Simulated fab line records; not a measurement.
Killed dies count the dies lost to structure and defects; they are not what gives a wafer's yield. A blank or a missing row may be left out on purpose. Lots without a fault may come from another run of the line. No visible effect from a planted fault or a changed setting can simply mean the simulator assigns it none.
Matching of chambers	flow nandHarc	NHARC_A_BLC_STRIP_21 on rieDiel-13: 4 sister chambers
The step strips in O2. 18 wafers are shown with their chamber, then 9 later ones without.

EACH WAFER AND ITS CHAMBER
wafer	chamber	showerheadPlenumPTorr (Torr)	oesProductAu (a.u.)	throttleValvePct (%)
L105.2	1	3.73	1.009	17.034
L105.4	3	3.59	0.997	17.049
L105.5	0	3.40	0.995	17.036
L108.1	0	3.39	0.983	17.029
L108.3	3	3.59	0.997	17.041
L108.6	0	3.39	0.987	17.024
L107.2	2	3.43	0.999	17.034
L107.3	3	3.59	1.002	17.037
L107.6	2	3.43	1.008	17.032
L109.1	1	3.73	0.991	17.044
L109.2	2	3.43	0.998	17.036
L109.4	0	3.39	0.988	17.043
L110.3	1	3.73	0.992	17.036
L110.5	3	3.59	1.000	17.020
L110.6	2	3.43	1.011	17.024
L114.1	1	3.72	0.992	17.029
L114.3	0	3.39	0.994	17.040
L114.6	1	3.73	0.993	17.040

SIGNATURES, as means of the wafers listed above
reading	chamber 0	chamber 1	chamber 2	chamber 3	scatter within a chamber
showerheadPlenumPTorr	3.3920	3.7280	3.4300	3.5900	0.00338
oesProductAu	0.98940	0.99540	1.00400	0.99900	0.00585
throttleValvePct	17.03440	17.03660	17.03150	17.03675	0.00805
Rule: a wafer's distance from a chamber is the root of the sum, over the readings, of the square of ((its reading less the chamber's mean) divided by the reading's scatter). The wafer belongs to the nearest chamber; if the next one is less than 2 further off, it can't be placed. The scatter: the root of (the sum of the squares of (reading less its chamber's mean) over the shown wafers, divided by (wafers less chambers)).

WAFERS WITHOUT THEIR CHAMBER
wafer	showerheadPlenumPTorr (Torr)	oesProductAu (a.u.)	throttleValvePct (%)
L115.1	3.73	0.997	17.034
L115.4	3.43	1.007	17.043
L115.6	3.43	1.005	17.036
L119.1	3.72	0.992	17.032
L119.2	3.43	0.993	17.040
L119.4	3.39	0.989	17.034
L121.4	3.39	1.012	17.032
L121.5	3.72	0.989	17.042
L121.6	3.43	1.011	17.048

WHICH CHAMBER EACH WENT THROUGH
wafer	from the rows above	in truth
L115.1	1	1
L115.4	2	2
L115.6	2	2
L119.1	1	1
L119.2	2	2
L119.4	0	0
L121.4	0	0
L121.5	1	1
L121.6	2	2
Correct placement for 9 of the 9. Can't be placed from these rows: 0. Number placed wrongly: 0.
